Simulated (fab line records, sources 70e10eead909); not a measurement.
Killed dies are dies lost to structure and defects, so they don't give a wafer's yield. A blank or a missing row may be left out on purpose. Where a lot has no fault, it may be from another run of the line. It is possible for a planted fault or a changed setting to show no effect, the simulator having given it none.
Matching of chambers -- flow nandHarc -- aldMetal-04 running NHARC_A_BLC_ALD_23: 4 sister chambers
The step deposits TiN, target thk 3 nm, pulse time 1 s, ald cycles 150. 8 wafers are shown with their chamber, then 11 later ones without.

## EACH WAFER AND ITS CHAMBER
wafer,chamber,heaterPowerW (W),heaterPowerOuterW (W)
L083.5,0,992,663
L086.2,2,1086,695
L090.3,2,1041,623
L090.6,3,1082,736
L091.1,3,1099,739
L091.3,1,1038,701
L091.4,0,1033,711
L092.1,1,1080,688

## WAFERS WITH NO CHAMBER GIVEN
wafer,heaterPowerW (W),heaterPowerOuterW (W)
L092.5,1065,708
L092.6,998,634
L094.3,1030,629
L094.4,1071,700
L094.5,1080,694
L095.1,1064,696
L095.4,1020,688
L095.5,995,701
L097.1,1059,705
L097.4,1097,738
L097.5,1018,657

## EACH ONE'S CHAMBER
wafer,from the rows above,in truth
L092.5,can't be placed: 1 or 3 or 2 or 0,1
L092.6,can't be placed: 0 or 2 or 1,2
L094.3,can't be placed: 2 or 0 or 1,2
L094.4,can't be placed: 1 or 2 or 3 or 0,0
L094.5,can't be placed: 1 or 2 or 3 or 0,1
L095.1,can't be placed: 1 or 2 or 3 or 0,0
L095.4,can't be placed: 0 or 1 or 2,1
L095.5,can't be placed: 0 or 1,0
L097.1,can't be placed: 1 or 2 or 3 or 0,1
L097.4,can't be placed: 3 or 1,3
L097.5,can't be placed: 0 or 2 or 1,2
Correct placement for 0 of the 11. Not placeable from these rows: 11 (in 11, the candidates include the true chamber). Number placed wrongly: 0.
How it was worked out, from the rows above alone: a wafer's distance from a chamber is the root of the sum, over the readings, of the square of ((its reading less the chamber's mean) divided by the reading's scatter). If the next closest chamber is less than 2 further off than the closest, the wafer can't be placed; otherwise it belongs to the closest. For every chamber, the mean is computed from those of its wafers that are shown. How the scatter is found: for the shown wafers, subtract from each reading the mean of its chamber, square and add these, divide the total by (wafers less chambers), then take the root.
